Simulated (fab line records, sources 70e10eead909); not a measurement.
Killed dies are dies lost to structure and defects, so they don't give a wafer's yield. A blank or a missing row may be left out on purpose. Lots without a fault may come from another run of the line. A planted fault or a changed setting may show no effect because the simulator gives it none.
Chamber matching | flow nand_harc | NHARC_THIN_TSV_CMP_01 on cmp-02: 4 sister chambers
The step polishes. 4 wafers are shown with their chamber, then 12 later ones without.

WAFERS WITH THEIR CHAMBER
wafer  | chamber | motor_current_A (A)
L091.3 | 1       | 10.4
L095.2 | 2       | 12.5
L095.4 | 0       | 13.6
L095.5 | 3       | 11.1

WAFERS WITHOUT THEIR CHAMBER
wafer  | motor_current_A (A)
L090.1 | 10.5
L090.2 | 12.3
L090.6 | 14.0
L090.3 | 11.3
L090.4 | 13.5
L090.5 | 11.0
L097.1 | 11.3
L097.2 | 13.4
L097.6 | 12.7
L096.1 | 14.7
L096.4 | 13.4
L096.5 | 11.3

WHICH CHAMBER EACH WENT THROUGH
wafer  | from the rows above     | in truth
L090.1 | can't be placed: 1 or 3 | 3
L090.2 | 2                       | 2
L090.6 | 0                       | 0
L090.3 | can't be placed: 3 or 1 | 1
L090.4 | 0                       | 0
L090.5 | can't be placed: 3 or 1 | 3
L097.1 | can't be placed: 3 or 1 | 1
L097.2 | can't be placed: 0 or 2 | 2
L097.6 | can't be placed: 2 or 0 | 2
L096.1 | 0                       | 0
L096.4 | can't be placed: 0 or 2 | 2
L096.5 | can't be placed: 3 or 1 | 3
Placed correctly: 4 of 12. Can't be placed from these rows: 8 (the true chamber is among the candidates in 8). Placed wrongly: 0.
How it was worked out, from the rows above alone: a wafer's distance from a chamber is the root of the sum, over the readings, of the square of ((its reading less the chamber's mean) divided by the reading's scatter). The wafer belongs to the nearest chamber; if the next one is less than 2 further off, it can't be placed. A chamber's mean is the mean of its shown wafers. The scatter: with one shown wafer a chamber, the root of the mean of the squares of how far each hidden wafer lies from its nearest shown one.
